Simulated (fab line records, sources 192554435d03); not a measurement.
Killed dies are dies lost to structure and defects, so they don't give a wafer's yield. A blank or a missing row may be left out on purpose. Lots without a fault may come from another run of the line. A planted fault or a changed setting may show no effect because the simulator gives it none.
Chamber matching | flow n5_finfet | N5_BEOL_M0_STRIP_104 on rie_diel-03: 4 sister chambers
The step strips in N2/H2. 20 wafers are shown with their chamber, then 9 later ones without.

WAFERS WITH THEIR CHAMBER
wafer  | chamber | showerhead_plenum_p_Torr (Torr) | throttle_valve_pct (%) | drypump_motor_current_A (A)
L076.1 | 1       | 2.69                            | 23.16                  | 5.3
L076.3 | 0       | 2.46                            | 23.48                  | 5.4
L076.6 | 2       | 2.46                            | 23.76                  | 5.6
L078.1 | 1       | 2.68                            | 23.19                  | 5.3
L078.3 | 2       | 2.46                            | 23.74                  | 5.6
L078.5 | 3       | 2.68                            | 23.36                  | 5.5
L081.1 | 0       | 2.45                            | 23.49                  | 5.4
L081.3 | 2       | 2.45                            | 23.76                  | 5.6
L081.6 | 0       | 2.45                            | 23.47                  | 5.4
L083.1 | 2       | 2.45                            | 23.74                  | 5.6
L083.4 | 3       | 2.68                            | 23.37                  | 5.5
L083.5 | 3       | 2.68                            | 23.39                  | 5.5
L085.1 | 2       | 2.45                            | 23.81                  | 5.6
L085.4 | 1       | 2.68                            | 23.22                  | 5.3
L085.5 | 3       | 2.67                            | 23.40                  | 5.5
L088.3 | 0       | 2.45                            | 23.51                  | 5.3
L088.5 | 0       | 2.45                            | 23.49                  | 5.4
L089.1 | 3       | 2.67                            | 23.39                  | 5.4
L089.3 | 1       | 2.67                            | 23.25                  | 5.3
L089.4 | 0       | 2.44                            | 23.50                  | 5.4

SIGNATURES (means of the wafers above)
reading                  | chamber 0 | chamber 1 | chamber 2 | chamber 3 | scatter within a chamber
showerhead_plenum_p_Torr | 2.4500    | 2.6800    | 2.4540    | 2.6760    | 0.00632
throttle_valve_pct       | 23.4900   | 23.2050   | 23.7620   | 23.3820   | 0.0248
drypump_motor_current_A  | 5.383     | 5.300     | 5.600     | 5.480     | 0.032
Rule: a wafer's distance from a chamber is the root of the sum, over the readings, of the square of ((its reading less the chamber's mean) divided by the reading's scatter). The wafer belongs to the nearest chamber; if the next one is less than 2 further off, it can't be placed. The scatter: the root of (the sum of the squares of (reading less its chamber's mean) over the shown wafers, divided by (wafers less chambers)).

WAFERS WITHOUT THEIR CHAMBER
wafer  | showerhead_plenum_p_Torr (Torr) | throttle_valve_pct (%) | drypump_motor_current_A (A)
L090.4 | 2.45                            | 23.81                  | 5.6
L090.5 | 2.67                            | 23.41                  | 5.4
L090.6 | 2.45                            | 23.52                  | 5.3
L092.4 | 2.44                            | 23.51                  | 5.3
L092.5 | 2.45                            | 23.82                  | 5.6
L092.6 | 2.67                            | 23.40                  | 5.5
L094.1 | 2.44                            | 23.83                  | 5.6
L094.2 | 2.67                            | 23.23                  | 5.3
L094.3 | 2.67                            | 23.41                  | 5.5

WHICH CHAMBER EACH WENT THROUGH
wafer  | from the rows above | in truth
L090.4 | 2                   | 2
L090.5 | 3                   | 3
L090.6 | 0                   | 0
L092.4 | 0                   | 0
L092.5 | 2                   | 2
L092.6 | 3                   | 3
L094.1 | 2                   | 2
L094.2 | 1                   | 1
L094.3 | 3                   | 3
Placed correctly: 9 of 9. Can't be placed from these rows: 0. Placed wrongly: 0.
